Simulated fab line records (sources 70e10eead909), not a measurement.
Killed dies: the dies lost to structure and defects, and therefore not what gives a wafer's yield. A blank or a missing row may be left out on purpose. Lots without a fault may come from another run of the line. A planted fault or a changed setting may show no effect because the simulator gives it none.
Chamber matching ; flow nand-harc ; NHARC_A_CONTACT_CMP_20 on cmp-01 has 4 sister chambers
The step polishes, t overpolish 30 s, target thk 300 nm. 4 wafers are shown with their chamber, then 11 later ones without.

## EACH WAFER AND ITS CHAMBER
wafer;chamber;motor-current-A (A)
L088.1;2;12.8
L088.4;3;12.2
L088.5;0;11.1
L091.2;1;12.0

## WAFERS MISSING THEIR CHAMBER
wafer;motor-current-A (A)
L091.3;12.4
L091.6;10.8
L092.1;11.6
L092.3;11.1
L092.6;12.1
L093.3;12.0
L093.4;11.9
L093.5;12.3
L094.1;12.8
L094.2;11.5
L094.5;11.1

## EACH ONE'S CHAMBER
wafer;from the rows above;in truth
L091.3;can't be placed: 3 or 1 or 2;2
L091.6;0;0
L092.1;can't be placed: 1 or 0 or 3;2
L092.3;0;0
L092.6;can't be placed: 1 or 3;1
L093.3;can't be placed: 1 or 3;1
L093.4;can't be placed: 1 or 3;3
L093.5;can't be placed: 3 or 1 or 2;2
L094.1;2;2
L094.2;can't be placed: 0 or 1 or 3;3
L094.5;0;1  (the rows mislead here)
Placed correctly: 3 of 11. Can't be placed from these rows: 7 (the true chamber is among the candidates in 6). Placed wrongly: 1.
How it was worked out, from the rows above alone: a wafer's distance from a chamber is the root of the sum, over the readings, of the square of ((its reading less the chamber's mean) divided by the reading's scatter). The wafer belongs to the nearest chamber; if the next one is less than 2 further off, it can't be placed. For every chamber, the mean is computed from those of its wafers that are shown. The scatter: root of mean squared gap, hidden wafer to nearest shown wafer, with one shown wafer a chamber.
